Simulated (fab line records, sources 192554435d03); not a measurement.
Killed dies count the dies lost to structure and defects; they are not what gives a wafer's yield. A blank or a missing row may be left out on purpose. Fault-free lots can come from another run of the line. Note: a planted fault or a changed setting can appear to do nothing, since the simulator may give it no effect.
Chamber matching -- flow n5 finfet -- N5_BEOL_M3_ILD_DEP_00 on pecvd-01 has 3 sister chambers
The step deposits SiOC from DEMS/O2, target thk 79 nm, time 15.3 s. 20 wafers are shown with their chamber, then 10 later ones without.

== WAFERS PAIRED WITH THEIR CHAMBERS ==
wafer,chamber,throttle valve pct (%),showerhead plenum p Torr (Torr),heater power w (W)
L075.3,0,13.6,5.683,426
L075.4,1,11.4,5.671,479
L075.6,2,11.9,5.694,532
L079.1,0,13.6,5.667,454
L079.3,1,11.3,5.681,502
L079.5,2,11.9,5.691,461
L083.1,1,11.3,5.677,480
L083.2,0,13.8,5.681,396
L083.3,0,13.6,5.673,405
L083.4,1,11.1,5.673,479
L083.5,1,11.3,5.684,474
L083.6,0,13.3,5.666,405
L086.3,1,11.3,5.678,489
L086.4,2,12.0,5.707,538
L086.5,0,13.5,5.663,472
L088.2,0,13.6,5.668,399
L088.3,2,11.8,5.693,466
L088.6,0,13.6,5.665,403
L093.1,2,11.7,5.698,531
L093.3,0,13.5,5.676,416

SIGNATURES (averages over the wafers above)
reading,chamber 0,chamber 1,chamber 2,scatter within a chamber
throttle valve pct,13.567,11.283,11.860,0.119
showerhead plenum p Torr,5.67133,5.67733,5.69660,0.00642
heater power w,419.56,483.83,505.60,26.7
Rule: distance of a wafer from a chamber = root of the sum over the readings of ((wafer's reading minus chamber's mean) / reading's scatter) squared. If the next closest chamber is less than 2 further off than the closest, the wafer can't be placed; otherwise it belongs to the closest. The scatter: take each reading less its chamber's mean, square it, sum over the shown wafers, divide by the number of wafers less the number of chambers, and take the root.

== WAFERS MISSING THEIR CHAMBER ==
wafer,throttle valve pct (%),showerhead plenum p Torr (Torr),heater power w (W)
L093.5,13.5,5.667,422
L094.1,11.3,5.667,481
L094.2,11.9,5.688,519
L094.4,11.5,5.676,490
L095.2,11.2,5.684,505
L095.4,11.3,5.686,481
L095.6,11.5,5.675,498
L097.4,11.2,5.677,522
L097.5,11.6,5.683,543
L097.6,11.3,5.682,514

== CHAMBER TAKEN BY EACH ==
wafer,from the rows above,in truth
L093.5,0,0
L094.1,1,1
L094.2,2,2
L094.4,1,1
L095.2,1,1
L095.4,1,1
L095.6,1,1
L097.4,1,1
L097.5,can't be placed: 2 or 1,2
L097.6,1,1
Correctly placed: 9 of 10. From these rows, 1 cannot be placed; in 1 the true chamber is one of the candidates. 0 placed wrongly.
